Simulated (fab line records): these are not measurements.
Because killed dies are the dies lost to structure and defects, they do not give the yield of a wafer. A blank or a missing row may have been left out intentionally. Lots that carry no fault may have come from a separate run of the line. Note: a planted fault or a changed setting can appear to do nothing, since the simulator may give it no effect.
Matching of chambers ; flow n5Finfet ; rieDiel-04 running N5_BEOL_M14_STRIP_37: 4 sister chambers
The step strips in O2. 8 wafers are shown with their chamber, then 7 later ones without.

## WAFERS WITH THEIR CHAMBER
wafer;chamber;drypumpMotorCurrentA (A);showerheadPlenumPTorr (Torr)
L077.5;2;6.4;1.98
L077.6;3;5.7;2.07
L082.2;1;5.4;2.11
L084.3;0;6.1;2.02
L084.4;3;5.6;2.07
L084.5;1;5.4;2.10
L091.1;2;6.4;1.98
L091.3;0;6.1;2.01

## WAFERS WITH NO CHAMBER GIVEN
wafer;drypumpMotorCurrentA (A);showerheadPlenumPTorr (Torr)
L091.4;5.4;2.10
L094.2;5.4;2.10
L094.3;5.6;2.06
L094.5;6.1;2.01
L096.2;6.1;2.01
L096.3;5.7;2.06
L096.4;5.7;2.06

## THE CHAMBER EACH PASSED THROUGH
wafer;from the rows above;in truth
L091.4;1;1
L094.2;1;1
L094.3;3;3
L094.5;0;0
L096.2;0;0
L096.3;3;3
L096.4;3;3
Correct placement for 7 of the 7. Can't be placed from these rows: 0. Wrongly placed: 0.
How it was worked out, from the rows above alone: a wafer's distance from a chamber is the root of the sum, over the readings, of the square of ((its reading less the chamber's mean) divided by the reading's scatter). The wafer belongs to the nearest chamber; if the next one is less than 2 further off, it can't be placed. A chamber's mean is the mean of its shown wafers. The scatter: take each reading less its chamber's mean, square it, sum over the shown wafers, divide by the number of wafers less the number of chambers, and take the root.
